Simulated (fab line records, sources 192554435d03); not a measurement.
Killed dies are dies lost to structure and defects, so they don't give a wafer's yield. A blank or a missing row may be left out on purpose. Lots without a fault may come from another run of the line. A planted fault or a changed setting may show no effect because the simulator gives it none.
fab line records | flow n5_finfet
record lots=24 wafers=72 last_day=19
route steps=1938 shown ZERO_LAYER@16 WELL_APT@30 FIN_SAQP@101
lots that met no fault: from a run of the same line without faults
start_h: hours from the record's first day to the start of the lot's first wafer shown | wait_h: hours since the lot's step before | " the same as in the row above | L1.1+2: a row that stands for several wafers | - no value, or no start given | * or withheld: withheld | < > ~ a bound
route shown NAME@n: a module of which the file shows steps, and the number in the route of the first | usual: mean/standard deviation of fault-free wafers | same: alike in all rows | chamber/n: place in a boat | sites: the reading at each site | _std_site: their standard deviation | _edge_site: outer sites' mean less inner sites' | radius_mm: how far each site lies from the wafer's centre | mask NAME#n: copy n | behind: the tool/chamber that last shaped the wafer | hold: why the lot was held/for how many hours/how that ended | device: the transistor (n, p or np) that didn't switch | end of line: the same wafers' tests at the end of the route | a step without rows: its recipe alone | killed: dies lost to structure and defects at the first sort, not the wafer's yield | map: a wafer's dies, x killed, . not, _ none there
set.NAME: the setting as run; set.NAME@STEP: as run at that earlier step | model.NAME: the simulator's own value behind a step, which no gauge read
steps of the route over a sample of lots; a table a step, a row a wafer
services: from which hour (start_h, from the record's first day; less than 0 if before it) a tool's chamber was out of use, for how many hours, and why
## steps
# step N5_ZERO_LAYER_ETCH_18
# recipe chemistry=HBr/Cl2 target=Si target_depth_a=1200 time_s=40 pressure_mtorr=10 icp_w=800 bias_w=75 HBr_flow_sccm=150 Cl2_flow_sccm=80
# usual drypump_motor_current_A=5.6/0.5 oes_product_au=0.995/0.011 throttle_valve_pct=36.3/0.36
# columns lot.wafer tool chamber start_h wait_h drypump_motor_current_A oes_product_au rf_hours_counter_h throttle_valve_pct
L074.2 rie_si-05 0 12.79 0.0 5.1 0.989 37 36.2
L074.4 " 1 " " 6.6 1.003 6 36.0
L074.5 " 0 " " 5.1 0.987 - 36.3
L075.1 rie_si-04 2 18.91 0.0 5.3 0.989 78 36.2
L075.3 " 1 " " 5.5 0.987 186 36.4
L075.5 " 2 " " 5.3 0.980 - 36.2
L076.1 rie_si-05 0 24.91 0.0 5.1 0.990 37 36.3
L076.2 " 1 " " 6.6 1.010 6 36.0
L076.6 " 3 " " 6.6 0.998 - 37.1
L077.2 rie_si-04 3 30.79 0.0 5.9 0.990 91 36.4
L077.3 " 1 " " 5.6 0.987 186 36.4
L077.4 " 2 " " 5.3 0.977 78 36.2
L078.1 rie_si-04 1 36.96 0.0 5.6 0.989 186 36.5
L078.2 " 0 " " 5.9 1.003 88 36.0
L078.6 " 1 " " 5.6 0.984 - 36.5
L079.3 rie_si-04 1 42.93 0.0 5.6 0.988 186 36.5
L079.4 " 2 " " 5.3 0.988 78 36.2
L079.6 " 0 " " 6.0 0.997 - 36.0
L080.1 rie_si-01 2 48.79 0.0 5.5 1.013 78 36.4
L080.2 " 1 " " 4.8 0.986 104 36.9
L080.6 " 1 " " 4.8 0.976 - 36.9
L081.2 rie_si-05 2 54.94 0.1 5.2 1.015 34 36.3
L081.3 " 3 " " 6.6 1.000 134 37.1
L081.5 " 1 " " 6.6 1.009 - 36.0
L082.2 rie_si-05 2 60.93 0.0 5.2 1.009 35 36.3
L082.5 " 0 " " 5.1 0.989 - 36.2
L082.6 " 3 " " 6.6 0.992 - 37.1
L083.1 rie_si-05 0 66.91 0.0 5.1 0.993 38 36.2
L083.2 " 3 " " 6.6 0.986 135 37.1
L083.3 " 2 " " 5.2 1.016 35 36.3
L084.1 rie_si-04 1 72.95 0.0 5.6 0.986 187 36.5
L084.3 " 2 " " 5.4 0.990 79 36.2
L084.6 " 1 " " 5.6 0.994 - 36.4
L085.1 rie_si-01 1 79.53 0.0 4.8 0.986 104 36.9
L085.2 " 0 " " 5.7 0.985 113 35.9
L085.6 " 1 " " 4.8 0.977 - 36.9
L086.4 rie_si-01 3 85.36 0.0 5.5 0.997 9 35.9
L086.5 " 1 " " 4.8 0.987 - 36.9
L086.6 " 2 " " 5.5 1.006 - 36.4
L087.1 rie_si-01 2 90.83 0.0 5.5 1.004 79 36.4
L087.3 " 3 " " 5.5 1.004 9 35.9
L087.5 " 3 " " 5.5 0.995 - 35.9
L088.2 rie_si-01 0 96.92 0.0 5.7 0.986 114 35.9
L088.3 " 2 " " 5.5 1.011 79 36.4
L088.6 " 1 " " 4.8 0.986 - 36.9
L089.3 rie_si-04 3 103.31 0.1 5.9 0.992 92 36.4
L089.4 " 1 " " 5.6 0.997 187 36.4
L089.6 " 3 " " 5.9 1.001 - 36.4
L090.1 rie_si-04 0 108.80 0.0 6.0 1.000 90 36.0
L090.4 " 2 " " 5.3 0.980 80 36.2
L090.6 " 2 " " 5.3 0.979 - 36.2
L091.1 rie_si-04 0 114.79 0.0 6.0 0.996 90 36.0
L091.3 " 2 " " 5.3 0.986 80 36.2
L091.4 " 3 " " 5.9 1.006 92 36.4
L092.1 rie_si-05 2 120.79 0.0 5.2 1.012 36 36.3
L092.4 " 0 " " 5.1 0.988 39 36.3
L092.5 " 0 " " 5.1 0.998 - 36.3
L093.1 rie_si-01 0 126.80 0.0 5.7 0.981 114 35.9
L093.4 " 1 " " 4.8 0.974 - 36.9
L093.5 " 2 " " 5.5 1.015 - 36.4
L094.2 rie_si-05 3 132.94 0.0 6.6 0.999 136 37.1
L094.5 " 3 " " 6.6 0.994 - 37.1
L094.6 " 2 " " 5.2 1.017 - 36.3
L095.1 rie_si-01 0 139.24 0.0 5.7 0.992 115 35.9
L095.3 " 1 " " 4.8 0.984 105 36.9
L095.4 " 3 " " 5.5 0.996 9 35.9
L096.4 rie_si-04 3 145.31 0.0 5.8 0.986 93 36.4
L096.5 " 0 " " 5.9 1.000 - 36.0
L096.6 " 3 " " 5.9 0.993 - 36.4
L097.1 rie_si-01 1 150.79 0.0 4.8 0.986 106 36.9
L097.2 " 0 " " 5.7 0.987 115 35.9
L097.5 " 3 " " 5.5 0.994 - 35.9
# step N5_ZERO_LAYER_INSPECT_20
# recipe inspect_instrument=darkfield mode=post_clean
# usual raw_defect_count=36/15
# columns lot.wafer tool chamber start_h wait_h raw_defect_count
L074.2 defect_inspect-02 - 13.26 0.0 21
L074.4 " - " " 31
L074.5 " - " " 17
L075.1 defect_inspect-02 - 19.61 0.0 35
L075.3 " - " " 19
L075.5 " - " " 32
L076.1 defect_inspect-01 - 25.38 0.0 38
L076.2 " - " " 14
L076.6 " - " " 41
L077.2 defect_inspect-01 - 31.28 0.0 28
L077.3 " - " " 41
L077.4 " - " " 59
L078.1 defect_inspect-02 - 37.42 0.0 48
L078.2 " - " " 44
L078.6 " - " " 20
L079.3 defect_inspect-02 - 43.42 0.0 29
L079.4 " - " " 24
L079.6 " - " " 34
L080.1 defect_inspect-02 - 49.28 0.0 6
L080.2 " - " " 24
L080.6 " - " " 13
L081.2 defect_inspect-02 - 55.41 0.0 28
L081.3 " - " " 51
L081.5 " - " " 29
L082.2 defect_inspect-01 - 61.40 0.0 60
L082.5 " - " " 43
L082.6 " - " " 38
L083.1 defect_inspect-02 - 67.38 0.0 13
L083.2 " - " " 30
L083.3 " - " " 70
L084.1 defect_inspect-02 - 73.41 0.0 68
L084.3 " - " " 40
L084.6 " - " " 58
L085.1 defect_inspect-02 - 80.01 0.0 64
L085.2 " - " " 53
L085.6 " - " " 42
L086.4 defect_inspect-02 - 85.83 0.0 29
L086.5 " - " " 18
L086.6 " - " " 22
L087.1 defect_inspect-02 - 91.29 0.0 28
L087.3 " - " " 55
L087.5 " - " " 35
L088.2 defect_inspect-02 - 97.38 0.0 22
L088.3 " - " " 53
L088.6 " - " " 19
L089.3 defect_inspect-01 - 103.77 0.0 23
L089.4 " - " " 27
L089.6 " - " " 40
L090.1 defect_inspect-02 - 109.27 0.0 59
L090.4 " - " " 54
L090.6 " - " " 48
L091.1 defect_inspect-02 - 115.26 0.0 31
L091.3 " - " " 18
L091.4 " - " " 49
L092.1 defect_inspect-02 - 121.25 0.0 28
L092.4 " - " " 37
L092.5 " - " " 39
L093.1 defect_inspect-01 - 127.26 0.0 36
L093.4 " - " " 24
L093.5 " - " " 14
L094.2 defect_inspect-02 - 133.49 0.0 30
L094.5 " - " " 39
L094.6 " - " " 23
L095.1 defect_inspect-02 - 139.75 0.0 35
L095.3 " - " " 72
L095.4 " - " " 38
L096.4 defect_inspect-02 - 145.78 0.0 54
L096.5 " - " " 31
L096.6 " - " " 56
L097.1 defect_inspect-02 - 151.27 0.0 28
L097.2 " - " " 33
L097.5 " - " " 16
# step N5_WELL_APT_INSPECT_10
# recipe mode=adi inspect_instrument=macro
# usual raw_defect_count=2.2/1.6
# columns lot.wafer tool chamber start_h wait_h raw_defect_count
L074.2 defect_inspect-01 - 13.74 0.0 0
L074.4 " - " " 0
L074.5 " - " " 6
L075.1 defect_inspect-01 - 19.96 0.0 7
L075.3 " - " " 3
L075.5 " - " " 2
L076.1 defect_inspect-01 - 25.86 0.0 2
L076.2 " - " " 3
L076.6 " - " " 2
L077.2 defect_inspect-01 - 31.63 0.0 0
L077.3 " - " " 4
L077.4 " - " " 1
L078.1 defect_inspect-02 - 37.91 0.0 1
L078.2 " - " " 2
L078.6 " - " " 1
L079.3 defect_inspect-01 - 43.78 0.0 1
L079.4 " - " " 4
L079.6 " - " " 4
L080.1 defect_inspect-01 - 49.64 0.0 3
L080.2 " - " " 1
L080.6 " - " " 1
L081.2 defect_inspect-01 - 55.89 0.0 3
L081.3 " - " " 4
L081.5 " - " " 8
L082.2 defect_inspect-01 - 61.76 0.0 1
L082.5 " - " " 1
L082.6 " - " " 2
L083.1 defect_inspect-02 - 67.73 0.0 2
L083.2 " - " " 5
L083.3 " - " " 2
L084.1 defect_inspect-02 - 73.89 0.0 3
L084.3 " - " " 0
L084.6 " - " " 2
L085.1 defect_inspect-02 - 80.37 0.0 2
L085.2 " - " " 4
L085.6 " - " " 2
L086.4 defect_inspect-02 - 86.19 0.0 1
L086.5 " - " " 4
L086.6 " - " " 2
L087.1 defect_inspect-01 - 91.78 0.0 2
L087.3 " - " " 2
L087.5 " - " " 0
L088.2 defect_inspect-01 - 97.74 0.0 2
L088.3 " - " " 2
L088.6 " - " " 0
L089.3 defect_inspect-02 - 104.26 0.0 0
L089.4 " - " " 5
L089.6 " - " " 2
L090.1 defect_inspect-02 - 109.63 0.0 0
L090.4 " - " " 1
L090.6 " - " " 5
L091.1 defect_inspect-02 - 115.62 0.0 0
L091.3 " - " " 1
L091.4 " - " " 1
L092.1 defect_inspect-02 - 121.73 0.0 1
L092.4 " - " " 4
L092.5 " - " " 2
L093.1 defect_inspect-01 - 127.62 0.0 4
L093.4 " - " " 1
L093.5 " - " " 0
L094.2 defect_inspect-02 - 133.84 0.0 5
L094.5 " - " " 0
L094.6 " - " " 4
L095.1 defect_inspect-01 - 140.11 0.0 1
L095.3 " - " " 6
L095.4 " - " " 4
L096.4 defect_inspect-01 - 146.26 0.0 3
L096.5 " - " " 2
L096.6 " - " " 3
L097.1 defect_inspect-02 - 151.62 0.0 1
L097.2 " - " " 2
L097.5 " - " " 2
# step N5_FIN_SAQP_THK_MEAS_07
# usual thk_nm=60.0/1.1
# columns lot.wafer tool chamber start_h wait_h thk_nm
L074.2 film_metro-01 - 21.42 0.1 60.5
L074.4 " - " " 61.7
L074.5 " - " " 61.5
L075.1 film_metro-02 - 33.94 0.1 60.3
L075.3 " - " " 60.3
L075.5 " - " " 61.0
L076.1 film_metro-02 - 36.81 0.1 57.7
L076.2 " - " " 58.1
L076.6 " - " " 58.7
L077.2 film_metro-01 - 39.57 0.1 58.4
L077.3 " - " " 59.0
L077.4 " - " " 59.5
L078.1 film_metro-02 - 46.66 0.1 58.4
L078.2 " - " " 59.1
L078.6 " - " " 61.1
L079.3 film_metro-02 - 51.32 0.1 61.5
L079.4 " - " " 60.4
L079.6 " - " " 61.0
L080.1 film_metro-01 - 57.41 0.1 58.7
L080.2 " - " " 58.2
L080.6 " - " " 60.0
L081.2 film_metro-01 - 63.17 0.1 62.4
L081.3 " - " " 59.7
L081.5 " - " " 63.2
L082.2 film_metro-01 - 69.03 0.1 60.1
L082.5 " - " " 59.2
L082.6 " - " " 61.3
L083.1 film_metro-02 - 75.26 0.1 59.3
L083.2 " - " " 60.9
L083.3 " - " " 60.9
L084.1 film_metro-02 - 83.16 0.1 58.7
L084.3 " - " " 59.0
L084.6 " - " " 59.9
L085.1 film_metro-02 - 91.09 0.1 61.4
L085.2 " - " " 59.5
L085.6 " - " " 60.1
L086.4 film_metro-01 - 94.83 0.1 59.4
L086.5 " - " " 59.4
L086.6 " - " " 58.8
L087.1 film_metro-02 - 99.99 0.1 59.4
L087.3 " - " " 61.5
L087.5 " - " " 61.4
L088.2 film_metro-01 - 107.22 0.1 58.8
L088.3 " - " " 61.5
L088.6 " - " " 60.5
L089.3 film_metro-02 - 112.27 0.1 59.3
L089.4 " - " " 60.1
L089.6 " - " " 60.1
L090.1 film_metro-01 - 118.01 0.1 58.6
L090.4 " - " " 59.0
L090.6 " - " " 59.0
L091.1 film_metro-02 - 123.99 0.1 59.7
L091.3 " - " " 58.6
L091.4 " - " " 58.9
L092.1 film_metro-01 - 129.25 0.1 61.3
L092.4 " - " " 61.4
L092.5 " - " " 61.0
L093.1 film_metro-02 - 134.76 0.1 58.9
L093.4 " - " " 61.7
L093.5 " - " " 59.5
L094.2 film_metro-02 - 143.17 0.1 58.9
L094.5 " - " " 61.4
L094.6 " - " " 59.9
L095.1 film_metro-01 - 149.42 0.1 59.7
L095.3 " - " " 59.1
L095.4 " - " " 60.9
L096.4 film_metro-02 - 154.96 0.0 60.2
L096.5 " - " " 60.2
L096.6 " - " " 60.7
L097.1 film_metro-02 - 160.30 0.1 59.5
L097.2 " - " " 58.2
L097.5 " - " " 59.8
# step N5_FIN_SAQP_INSPECT_18
# recipe mode=adi inspect_instrument=brightfield
# usual raw_defect_count=444/120
# columns lot.wafer tool chamber start_h wait_h raw_defect_count
L074.2 defect_inspect-01 - 21.85 0.0 529
L074.4 " - " " 478
L074.5 " - " " 633
L075.1 defect_inspect-02 - 34.49 0.0 460
L075.3 " - " " 376
L075.5 " - " " 559
L076.1 defect_inspect-02 - 37.36 0.0 344
L076.2 " - " " 465
L076.6 " - " " 414
L077.2 defect_inspect-01 - 39.99 0.0 680
L077.3 " - " " 783
L077.4 " - " " 600
L078.1 defect_inspect-02 - 47.08 0.0 446
L078.2 " - " " 398
L078.6 " - " " 392
L079.3 defect_inspect-01 - 51.88 0.0 286
L079.4 " - " " 366
L079.6 " - " " 473
L080.1 defect_inspect-02 - 57.83 0.0 433
L080.2 " - " " 396
L080.6 " - " " 446
L081.2 defect_inspect-02 - 63.72 0.0 393
L081.3 " - " " 566
L081.5 " - " " 455
L082.2 defect_inspect-01 - 69.60 0.0 273
L082.5 " - " " 220
L082.6 " - " " 283
L083.1 defect_inspect-01 - 75.68 0.0 683
L083.2 " - " " 697
L083.3 " - " " 686
L084.1 defect_inspect-01 - 83.71 0.0 446
L084.3 " - " " 519
L084.6 " - " " 293
L085.1 defect_inspect-02 - 91.51 0.0 260
L085.2 " - " " 323
L085.6 " - " " 369
L086.4 defect_inspect-01 - 95.37 0.0 512
L086.5 " - " " 694
L086.6 " - " " 460
L087.1 defect_inspect-02 - 100.43 0.0 346
L087.3 " - " " 426
L087.5 " - " " 320
L088.2 defect_inspect-02 - 107.65 0.0 220
L088.3 " - " " 318
L088.6 " - " " 306
L089.3 defect_inspect-01 - 112.82 0.0 465
L089.4 " - " " 371
L089.6 " - " " 329
L090.1 defect_inspect-02 - 118.56 0.0 639
L090.4 " - " " 539
L090.6 " - " " 508
L091.1 defect_inspect-01 - 124.54 0.0 505
L091.3 " - " " 435
L091.4 " - " " 653
L092.1 defect_inspect-02 - 129.67 0.0 266
L092.4 " - " " 369
L092.5 " - " " 307
L093.1 defect_inspect-02 - 135.31 0.0 372
L093.4 " - " " 708
L093.5 " - " " 451
L094.2 defect_inspect-01 - 143.72 0.0 507
L094.5 " - " " 748
L094.6 " - " " 472
L095.1 defect_inspect-01 - 149.85 0.0 393
L095.3 " - " " 477
L095.4 " - " " 508
L096.4 defect_inspect-01 - 155.39 0.0 486
L096.5 " - " " 499
L096.6 " - " " 464
L097.1 defect_inspect-02 - 160.87 0.0 490
L097.2 " - " " 305
L097.5 " - " " 395
# step N5_FIN_SAQP_SPACER2_ALD_28
# recipe material=SiO2 target_thk_a=81 temp_c=300 ald_precursor_family=BDEAS ald_co_reactant=O2-plasma pulse_time_s=1 purge_time_s=2 co_reactant_purge_time_s=2 pressure_torr=2
# usual heater_power_w=464/59 precursor_pulse_height_rel=0.997/0.023
# columns lot.wafer tool chamber start_h wait_h heater_power_w precursor_pulse_height_rel
L074.2 ald_sin-01 1 26.64 0.1 462 1.008
L074.4 " 3 " " 356 0.995
L074.5 " 3 " " 347 0.962
L075.1 ald_sin-01 1 38.48 0.1 472 0.982
L075.3 " 2 " " 455 0.977
L075.5 " 3 " " 348 1.017
L076.1 ald_sin-03 0 40.70 0.1 568 1.015
L076.2 " 1 " " 426 0.976
L076.6 " 3 " " 450 1.031
L077.2 ald_sin-03 1 44.50 0.1 424 0.973
L077.3 " 2 " " 516 1.005
L077.4 " 3 " " 466 0.990
L078.1 ald_sin-03 3 50.18 0.1 466 1.017
L078.2 " 1 " " 426 0.960
L078.6 " 1 " " 427 1.014
L079.3 ald_sin-03 3 55.96 0.3 466 1.006
L079.4 " 3 " " 463 0.998
L079.6 " 0 " " 554 0.997
L080.1 ald_sin-03 0 60.90 0.1 551 0.976
L080.2 " 3 " " 458 1.005
L080.6 " 0 " " 557 1.018
L081.2 ald_sin-03 2 68.18 1.5 530 1.000
L081.3 " 3 " " 465 1.032
L081.5 " 1 " " 426 1.009
L082.2 ald_sin-03 3 72.92 0.1 459 1.026
L082.5 " 3 " " 457 1.023
L082.6 " 0 " " 578 0.948
L083.1 ald_sin-01 1 78.78 0.1 468 1.046
L083.2 " 3 " " 347 0.963
L083.3 " 2 " " 467 0.953
L084.1 ald_sin-01 3 88.30 0.9 340 0.974
L084.3 " 2 " " 462 0.978
L084.6 " 2 " " 461 1.009
L085.1 ald_sin-01 1 95.98 0.1 489 0.952
L085.2 " 2 " " 468 0.978
L085.6 " 3 " " 351 0.989
L086.4 ald_sin-01 2 99.08 0.2 473 0.988
L086.5 " 0 " " 390 1.012
L086.6 " 1 " " 470 0.997
L087.1 ald_sin-03 0 104.22 0.1 531 1.026
L087.3 " 3 " " 456 1.024
L087.5 " 2 " " 520 0.992
L088.2 ald_sin-01 3 111.01 0.2 352 1.006
L088.3 " 1 " " 476 0.980
L088.6 " 3 " " 346 0.998
L089.3 ald_sin-03 2 115.90 0.1 520 0.938
L089.4 " 1 " " 428 1.006
L089.6 " 2 " " 539 0.988
L090.1 ald_sin-04 0 122.08 0.1 478 1.054
L090.4 " 1 " " 473 1.009
L090.6 " 0 " " 486 0.990
L091.1 ald_sin-01 0 127.71 0.1 392 1.004
L091.3 " 2 " " 462 0.979
L091.4 " 0 " " 396 1.006
L092.1 ald_sin-04 0 132.73 0.1 476 1.027
L092.4 " 2 " " 502 0.980
L092.5 " 2 " " 517 0.998
L093.1 ald_sin-04 3 139.72 0.4 510 1.017
L093.4 " 3 " " 511 0.996
L093.5 " 1 " " 470 0.973
L094.2 ald_sin-03 1 146.94 0.1 422 1.017
L094.5 " 2 " " 532 0.998
L094.6 " 3 " " 455 1.006
L095.1 ald_sin-01 0 153.46 0.1 396 1.005
L095.3 " 2 " " 469 1.024
L095.4 " 1 " " 477 0.972
L096.4 ald_sin-04 0 158.44 0.1 475 0.994
L096.5 " 3 " " 497 0.978
L096.6 " 0 " " 476 0.965
L097.1 ald_sin-03 1 163.94 0.1 428 1.011
L097.2 " 3 " " 457 0.948
L097.5 " 0 " " 534 0.959
## services
# columns tool chamber start_h hours kind
ald_sin-01 3 7.93 4.3 repair
rie_si-01 0 9.35 3.3 repair
ald_sin-04 0 20.59 6.1 repair
ald_sin-01 0 51.21 1.7 repair
ald_sin-03 2 55.24 9.3 repair
rie_si-01 2 62.19 3.2 repair
ald_sin-03 - 85.25 14.0 pm
ald_sin-03 0 85.25 14.0 vent_cycle
ald_sin-03 1 85.25 14.0 vent_cycle
ald_sin-03 2 85.25 14.0 vent_cycle
ald_sin-03 3 85.25 14.0 vent_cycle
rie_si-01 - 91.77 2.8 pm
ald_sin-03 0 99.25 - clean
ald_sin-03 1 99.25 - clean
ald_sin-03 2 99.25 - clean
ald_sin-03 3 99.25 - clean
rie_si-01 - 109.65 0.2 repair
ald_sin-03 0 111.63 3.1 repair
rie_si-01 3 121.06 7.8 repair
ald_sin-01 3 121.34 8.3 repair
ald_sin-03 3 150.42 5.6 repair
rie_si-04 2 155.56 7.1 repair
## key
fault none
